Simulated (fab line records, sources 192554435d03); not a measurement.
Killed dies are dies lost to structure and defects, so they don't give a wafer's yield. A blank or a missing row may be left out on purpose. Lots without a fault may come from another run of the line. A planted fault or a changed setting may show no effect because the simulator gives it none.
Chamber matching | flow n5_finfet | N5_BEOL_M5_ETCH_75 on rie_diel-01: 4 sister chambers
The step etches underlayer in N2/H2, target depth 6.5 nm, time 5.2 s. 4 wafers are shown with their chamber, then 8 later ones without.

WAFERS WITH THEIR CHAMBER
wafer  | chamber | showerhead_plenum_p_Torr (Torr)
L087.2 | 1       | 2.69
L089.1 | 3       | 2.47
L088.6 | 0       | 2.55
L090.3 | 2       | 2.60

WAFERS WITHOUT THEIR CHAMBER
wafer  | showerhead_plenum_p_Torr (Torr)
L090.4 | 2.55
L090.6 | 2.55
L091.2 | 2.68
L091.4 | 2.54
L091.6 | 2.59
L097.1 | 2.46
L097.2 | 2.59
L097.3 | 2.54

WHICH CHAMBER EACH WENT THROUGH
wafer  | from the rows above | in truth
L090.4 | 0                   | 0
L090.6 | 0                   | 0
L091.2 | 1                   | 1
L091.4 | 0                   | 0
L091.6 | 2                   | 2
L097.1 | 3                   | 3
L097.2 | 2                   | 2
L097.3 | 0                   | 0
Placed correctly: 8 of 8. Can't be placed from these rows: 0. Placed wrongly: 0.
How it was worked out, from the rows above alone: a wafer's distance from a chamber is the root of the sum, over the readings, of the square of ((its reading less the chamber's mean) divided by the reading's scatter). The wafer belongs to the nearest chamber; if the next one is less than 2 further off, it can't be placed. A chamber's mean is the mean of its shown wafers. The scatter: with one shown wafer a chamber, the root of the mean of the squares of how far each hidden wafer lies from its nearest shown one.
